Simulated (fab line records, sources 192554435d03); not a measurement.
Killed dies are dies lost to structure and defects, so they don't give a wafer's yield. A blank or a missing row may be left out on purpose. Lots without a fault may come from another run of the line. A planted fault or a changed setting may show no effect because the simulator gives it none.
Which tool did it? | flow n5_finfet | 24 lots, 72 wafers sampled, at 4 steps of a route of 1938

WHAT THE GAUGES READ, wafer by wafer
N5_FIN_CUT_CD_MEAS_08: target cd 29.1 nm.
lot  | measured    | on        | cd_nm (nm)
L074 | day 2 03:18 | cd_sem-02 | 29.24 28.65 28.64
L075 | day 2 08:19 | cd_sem-02 | 28.85 28.87 28.75
L076 | day 2 14:40 | cd_sem-01 | 29.20 29.18 29.46
L077 | day 2 21:01 | cd_sem-02 | 28.93 28.84 29.18
L078 | day 3 02:26 | cd_sem-02 | 28.66 29.42 29.05
L079 | day 3 11:11 | cd_sem-02 | 29.20 29.04 29.33
L080 | day 3 19:25 | cd_sem-01 | 29.13 29.51 28.88
L081 | day 3 21:40 | cd_sem-03 | 28.58 29.00 29.24
L082 | day 4 03:22 | cd_sem-02 | 28.78 28.88 29.24
L083 | day 4 09:41 | cd_sem-01 | 29.11 29.07 29.00
L084 | day 4 15:14 | cd_sem-01 | 29.53 29.27 28.68
L085 | day 4 23:48 | cd_sem-03 | 29.22 28.77 28.92
L086 | day 5 04:54 | cd_sem-01 | 29.20 29.11 29.22
L087 | day 5 11:22 | cd_sem-01 | 29.47 28.88 29.14
L088 | day 5 15:34 | cd_sem-01 | 29.36 28.59 29.30
L089 | day 5 21:11 | cd_sem-01 | 28.71 29.28 29.11
L090 | day 6 02:47 | cd_sem-02 | 29.09 28.72 28.78
L091 | day 6 09:27 | cd_sem-03 | 29.05 28.92 29.01
L092 | day 6 15:33 | cd_sem-02 | 29.56 29.18 29.11
L093 | day 6 22:18 | cd_sem-03 | 28.99 29.48 28.72
L094 | day 7 03:47 | cd_sem-02 | 29.18 29.53 29.33
L095 | day 7 08:20 | cd_sem-01 | 29.07 28.83 28.70
L096 | day 7 14:42 | cd_sem-03 | 29.22 29.03 29.14
L097 | day 7 21:09 | cd_sem-03 | 28.90 28.74 29.14

N5_DUMMY_GATE_THK_MEAS_05.
lot  | measured    | on            | thk_nm (nm)
L074 | day 2 18:00 | film_metro-02 | 71.4 73.0 71.4
L075 | day 2 23:13 | film_metro-01 | 71.5 70.7 70.1
L076 | day 3 05:34 | film_metro-02 | 70.0 68.4 70.8
L077 | day 3 11:58 | film_metro-02 | 71.1 71.3 70.1
L078 | day 3 17:20 | film_metro-01 | 71.8 71.0 73.0
L079 | day 4 01:40 | film_metro-02 | 69.9 71.1 72.9
L080 | day 4 09:34 | film_metro-02 | 72.7 70.7 71.1
L081 | day 4 12:42 | film_metro-01 | 70.7 71.4 71.9
L082 | day 4 17:45 | film_metro-02 | 71.8 71.9 70.8
L083 | day 5 02:26 | film_metro-02 | 72.8 72.8 72.5
L084 | day 5 07:44 | film_metro-01 | 72.2 71.6 70.5
L085 | day 5 14:56 | film_metro-01 | 73.3 73.6 71.3
L086 | day 5 19:09 | film_metro-01 | 70.3 71.3 71.7
L087 | day 6 01:45 | film_metro-02 | 73.4 69.7 73.0
L088 | day 6 05:47 | film_metro-01 | 71.0 71.5 69.9
L089 | day 6 11:41 | film_metro-02 | 73.0 71.8 73.3
L090 | day 6 19:06 | film_metro-02 | 72.8 70.7 71.6
L091 | day 7 01:21 | film_metro-02 | 72.1 71.3 70.9
L092 | day 7 05:29 | film_metro-02 | 71.8 70.4 70.5
L093 | day 7 12:14 | film_metro-01 | 70.0 72.7 71.4
L094 | day 7 18:07 | film_metro-02 | 75.0 73.4 74.2
L095 | day 7 22:42 | film_metro-01 | 72.6 70.8 70.8
L096 | day 8 06:29 | film_metro-01 | 72.5 70.4 71.3
L097 | day 8 13:12 | film_metro-01 | 72.3 70.5 72.8

WHICH TOOL RAN EACH LOT (tool, then ch and the chambers of the sampled wafers, then the start)
lot  | N5_FIN_CUT_ETCH_21                | N5_STI_FIN_REVEAL_STRIP_24
L074 | rie_diel-06 ch 0,1, day 2 03:31   | rie_diel-01 ch 0,1,2, day 2 10:43
L075 | rie_diel-03 ch 0,2, day 2 08:32   | rie_diel-02 ch 1,2, day 2 15:38
L076 | rie_diel-04 ch 0,1, day 2 14:53   | rie_diel-01 ch 0,2,3, day 2 22:02
L077 | rie_diel-06 ch 0,3, day 2 21:14   | rie_diel-02 ch 0,2,3, day 3 04:35
L078 | rie_diel-04 ch 0,1,2, day 3 02:54 | rie_diel-05 ch 0,2, day 3 10:00
L079 | rie_diel-03 ch 0,1,2, day 3 11:23 | rie_diel-01 ch 0,1,3, day 3 18:17
L080 | rie_diel-06 ch 0,1,3, day 3 19:38 | rie_diel-02 ch 0,2,3, day 4 02:15
L081 | rie_diel-06 ch 0,3, day 3 21:52   | rie_diel-01 ch 1,2,3, day 4 05:31
L082 | rie_diel-04 ch 0,1, day 4 03:35   | rie_diel-05 ch 0,2,3, day 4 10:32
L083 | rie_diel-03 ch 0,2,3, day 4 09:55 | rie_diel-01 ch 0,1,2, day 4 16:27
L084 | rie_diel-04 ch 0,1,2, day 4 15:27 | rie_diel-01 ch 0,1,3, day 4 23:13
L085 | rie_diel-06 ch 1,2,3, day 5 00:01 | rie_diel-02 ch 0,2, day 5 07:22
L086 | rie_diel-03 ch 0,2, day 5 05:07   | rie_diel-02 ch 0,2, day 5 11:38
L087 | rie_diel-06 ch 0,3, day 5 11:48   | rie_diel-02 ch 0,2,3, day 5 18:31
L088 | rie_diel-04 ch 1,3, day 5 15:47   | rie_diel-01 ch 1,2, day 5 22:30
L089 | rie_diel-06 ch 0,1, day 5 21:25   | rie_diel-05 ch 0,2, day 6 04:25
L090 | rie_diel-03 ch 0,3, day 6 03:17   | rie_diel-05 ch 0,1,2, day 6 10:02
L091 | rie_diel-04 ch 0,3, day 6 09:40   | rie_diel-01 ch 0,2,3, day 6 16:17
L092 | rie_diel-06 ch 1,2, day 6 15:46   | rie_diel-02 ch 0,1,3, day 6 22:17
L093 | rie_diel-03 ch 0,1,3, day 6 22:31 | rie_diel-01 ch 1,2,3, day 7 05:04
L094 | rie_diel-04 ch 0,1,2, day 7 04:00 | rie_diel-05 ch 1,2,3, day 7 10:46
L095 | rie_diel-03 ch 0,3, day 7 08:34   | rie_diel-05 ch 2,3, day 7 15:11
L096 | rie_diel-03 ch 0,3, day 7 15:11   | rie_diel-01 ch 0,2, day 7 23:12
L097 | rie_diel-03 ch 0,1,3, day 7 21:31 | rie_diel-01 ch 0,1,3, day 8 03:54
- N5_FIN_CUT_ETCH_21: etches SOC in N2/H2, target depth 219 nm, overetch 43.8 nm, time 523.5 s.
- N5_STI_FIN_REVEAL_STRIP_24: strips in N2/H2, time 90 s.

WHAT THE TOOLS THEMSELVES READ (means of the sampled wafers that have a number; where no wafer has one, the mark that the record gives instead)
N5_FIN_CUT_ETCH_21.
lot  | tool        | bias_w (W) | drypump_motor_current_A (A) | oes_product_au (a.u.) | rf_vpp_V (V) | showerhead_plenum_p_Torr (Torr) | throttle_valve_pct (%)
L074 | rie_diel-06 | 61.00      | 5.3                         | 0.72                  | 241.9        | 2.56                            | 17.93
L075 | rie_diel-03 | 60.88      | 6.0                         | 0.71                  | 241.3        | 2.59                            | 17.92
L076 | rie_diel-04 | 61.11      | 6.2                         | 0.77                  | 242.0        | 2.64                            | 17.51
L077 | rie_diel-06 | 60.88      | 5.8                         | 0.69                  | 240.3        | 2.47                            | 18.06
L078 | rie_diel-04 | 60.95      | 6.3                         | 0.74                  | 242.1        | 2.64                            | 17.71
L079 | rie_diel-03 | 61.12      | 5.9                         | 0.71                  | 240.8        | 2.59                            | 17.85
L080 | rie_diel-06 | 61.03      | 5.6                         | 0.70                  | 240.3        | 2.51                            | 18.01
L081 | rie_diel-06 | 61.00      | 5.6                         | 0.68                  | 241.3        | 2.50                            | 18.08
L082 | rie_diel-04 | 60.97      | 6.2                         | 0.76                  | 241.1        | 2.64                            | 17.54
L083 | rie_diel-03 | 61.11      | 6.1                         | 0.70                  | 241.7        | 2.57                            | 17.80
L084 | rie_diel-04 | 60.98      | 6.3                         | 0.73                  | 241.3        | 2.63                            | 17.73
L085 | rie_diel-06 | 60.96      | 5.6                         | 0.72                  | 238.2        | 2.49                            | 17.88
L086 | rie_diel-03 | 61.28      | 5.9                         | 0.73                  | 240.5        | 2.52                            | 17.73
L087 | rie_diel-06 | 61.11      | 5.6                         | 0.67                  | 240.5        | 2.49                            | 18.09
L088 | rie_diel-04 | 61.07      | 6.0                         | 0.71                  | 242.2        | 2.65                            | 17.78
L089 | rie_diel-06 | 61.00      | 5.4                         | 0.68                  | 240.4        | 2.53                            | 18.04
L090 | rie_diel-03 | 61.09      | 6.2                         | 0.65                  | 241.5        | 2.62                            | 18.03
L091 | rie_diel-04 | 60.69      | 5.8                         | 0.78                  | 241.4        | 2.61                            | 17.65
L092 | rie_diel-06 | 61.11      | 5.4                         | 0.74                  | 239.1        | 2.50                            | 17.77
L093 | rie_diel-03 | 60.86      | 6.1                         | 0.65                  | 241.1        | 2.62                            | 17.97
L094 | rie_diel-04 | 60.97      | 6.3                         | 0.71                  | 242.3        | 2.63                            | 17.75
L095 | rie_diel-03 | 61.01      | 6.3                         | 0.64                  | 241.0        | 2.61                            | 17.92
L096 | rie_diel-03 | 61.16      | 6.2                         | 0.64                  | 241.2        | 2.62                            | 18.06
L097 | rie_diel-03 | 61.00      | 6.1                         | 0.64                  | 241.5        | 2.62                            | 17.98

N5_STI_FIN_REVEAL_STRIP_24.
lot  | tool        | drypump_motor_current_A (A) | oes_product_au (a.u.) | rf_vpp_V (V) | showerhead_plenum_p_Torr (Torr) | throttle_valve_pct (%)
L074 | rie_diel-01 | 6.0                         | 0.80                  | 45.2         | 3.41                            | 12.12
L075 | rie_diel-02 | 5.9                         | 0.82                  | 44.8         | 3.37                            | 12.21
L076 | rie_diel-01 | 5.6                         | 0.82                  | 45.6         | 3.32                            | 12.02
L077 | rie_diel-02 | 6.0                         | 0.77                  | 44.6         | 3.38                            | 12.20
L078 | rie_diel-05 | 5.6                         | 0.73                  | 45.1         | 3.48                            | 12.41
L079 | rie_diel-01 | 6.0                         | 0.85                  | 45.6         | 3.42                            | 11.99
L080 | rie_diel-02 | 6.0                         | 0.76                  | 45.1         | 3.38                            | 12.21
L081 | rie_diel-01 | 5.4                         | 0.84                  | 45.2         | 3.38                            | 12.05
L082 | rie_diel-05 | 5.8                         | 0.73                  | 45.4         | 3.39                            | 12.37
L083 | rie_diel-01 | 5.9                         | 0.79                  | 44.9         | 3.40                            | 12.16
L084 | rie_diel-01 | 6.0                         | 0.84                  | 46.2         | 3.42                            | 12.04
L085 | rie_diel-02 | 6.1                         | 0.76                  | 45.6         | 3.47                            | 12.04
L086 | rie_diel-02 | 6.1                         | 0.75                  | 44.4         | 3.47                            | 12.04
L087 | rie_diel-02 | 6.0                         | 0.85                  | 45.9         | 3.50                            | 12.05
L088 | rie_diel-01 | 5.3                         | 0.77                  | 45.2         | 3.35                            | 12.23
L089 | rie_diel-05 | 5.6                         | 0.71                  | 44.9         | 3.47                            | 12.47
L090 | rie_diel-05 | 5.9                         | 0.71                  | 44.2         | 3.44                            | 12.31
L091 | rie_diel-01 | 5.6                         | 0.79                  | 45.2         | 3.30                            | 12.09
L092 | rie_diel-02 | 6.3                         | 0.88                  | 45.9         | 3.55                            | 11.90
L093 | rie_diel-01 | 5.4                         | 0.80                  | 45.7         | 3.37                            | 12.12
L094 | rie_diel-05 | 6.1                         | 0.72                  | 46.2         | 3.36                            | 12.24
L095 | rie_diel-05 | 5.8                         | 0.73                  | 45.3         | 3.39                            | 12.40
L096 | rie_diel-01 | 5.5                         | 0.73                  | 45.6         | 3.27                            | 12.27
L097 | rie_diel-01 | 6.0                         | 0.81                  | 45.9         | 3.40                            | 12.09

THE ANSWER, worked out from the rows above alone
Rule: what is usual is taken from the lots themselves. Put in order of their means at a reading, lots are off if they are a third of the lots or fewer, leave a main group of 4 or more, and stand apart from it by a gap of 3 or more times the standard deviation of the main group's means; of several such gaps the widest counts. A main group whose means are all the same, to the digits that the tables above print for the reading, isn't used. A lot without any number at a reading at which 4 lots or more have one is off too. The other lots that the step has rows for count as sound. The gauges are gone through in route order, then the tools' own readings, and for those a lot's mean is taken as printed above. The first step at which some lot is off is used, and at that step the reading that is off furthest; a lot without a number counts as furthest.
No lot is off at any reading shown: from this, nothing can be told.

WHAT THE SIMULATOR HAD PUT IN
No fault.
